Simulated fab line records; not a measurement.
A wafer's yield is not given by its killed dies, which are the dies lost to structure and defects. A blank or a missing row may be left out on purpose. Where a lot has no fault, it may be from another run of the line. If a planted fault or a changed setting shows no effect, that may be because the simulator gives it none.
Problem report, 8D (eight disciplines) form, completed by code / flow n5Finfet / the parts of the form that need people (team, actions taken, sign-off) are left out

1. PROBLEM STATEMENT
At N5_PASSIVATION_PROBE_49, killed_at_M4_up averages 430 over 5 wafers from 2 lots, while fault-free wafers read 14, standard deviation 6.4. That is +65 standard deviations from the usual mean.
The first sign was on wafer L365.1 at day 14 07:01, on prober-01. The record has a number at this step for 16 wafers belonging to 6 lots. By rule, "out" or "out of limits" means more than 4 standard deviations away from the usual mean. Any other wafer with a number is counted as sound.

2. WHAT IT IS; WHAT IT IS NOT
question=which readings at this step | is=killed_at_M4_up, defectLimitedYield, killedDies, killedOnRim, sort_bin_5_function, sort_bin_6_memory, sortNPass, sortYieldPct | is not=killedAtContacts, killedAtFrontEnd, killedAtOther, killedOpen, killedShort, sort_bin_8_speed
question=which lots | is=L365, L366 | is not=L356, L357, L364, L367
question=which wafers of those lots | is=L365.1, L365.4, L365.6, L366.4, L366.6 | is not=L366.5
question=read on which tools | is=prober-01, prober-02 | is not=-
question=when | is=from day 14 07:01 | is not=up to then (10 sound wafers); but 1 sound wafer of L366 came after

3. THE SUSPECTS, EACH WITH WHAT RULES IT OUT
Counting: any tool at a process step up to the reading remains a suspect provided it ran every lot that is out. Sound lots after the first of them don't rule it out here, since some wafers of a struck lot are sound.
- ecdCu-01 at N5_BEOL_M14_ECD_47 (material Cu, target thk 1248 nm): kept. Every lot that is out went through it, the first being L365 (day 13 08:37); the last sound lot it ran before that was L364 (day 12 21:38).
The count leaves ecdCu-01 at N5_BEOL_M14_ECD_47.

4. THE CAUSE (what the simulator had put in)
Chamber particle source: ecdCu-01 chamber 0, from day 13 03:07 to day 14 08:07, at N5_BEOL_M14_ECD_47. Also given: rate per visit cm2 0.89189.
Counting left only this tool.

5. THE CHAIN OF EFFECTS, in route order
Each row: a reading whose mean over the struck wafers that have a number lies more than 3 standard deviations from the usual. Only readings for which the record gives a usual standard deviation are gone through. hours: the time from each lot's start at the first step in this table that gives one to its start at this step, as a median over the lots. sigmas: the change in usual standard deviations.
hours=0; step=N5_PASSIVATION_PROBE_49; reading=defectLimitedYield; usual=91.3 %; on struck wafers=57.9; change=-33.4; sigmas=-20
hours=0; step=N5_PASSIVATION_PROBE_49; reading=killed_at_M4_up; usual=14; on struck wafers=430; change=+416; sigmas=+65
hours=0; step=N5_PASSIVATION_PROBE_49; reading=killedDies; usual=103; on struck wafers=496; change=+393; sigmas=+20
hours=0; step=N5_PASSIVATION_PROBE_49; reading=killedOnRim; usual=13; on struck wafers=66; change=+53; sigmas=+13
hours=0; step=N5_PASSIVATION_PROBE_49; reading=sort_bin_5_function; usual=5.1 %; on struck wafers=25.8; change=+20.7; sigmas=+19
hours=0; step=N5_PASSIVATION_PROBE_49; reading=sort_bin_6_memory; usual=3.2 %; on struck wafers=13.5; change=+10.3; sigmas=+13
hours=0; step=N5_PASSIVATION_PROBE_49; reading=sortNPass; usual=1077; on struck wafers=684; change=-393; sigmas=-19
hours=0; step=N5_PASSIVATION_PROBE_49; reading=sortYieldPct; usual=91.2 %; on struck wafers=57.9; change=-33.3; sigmas=-20
The process steps in it:
- N5_PASSIVATION_PROBE_49

6. HOW IT WOULD HAVE BEEN CAUGHT EARLIER
First out-of-limits reading in this record: day 14 07:01, which is 28 hours after fault onset at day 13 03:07.
By day 14 07:01, every lot that is out (2) had started N5_BEOL_M14_ECD_47 on ecdCu-01. None of them would have been spared by holding the tool at that moment.
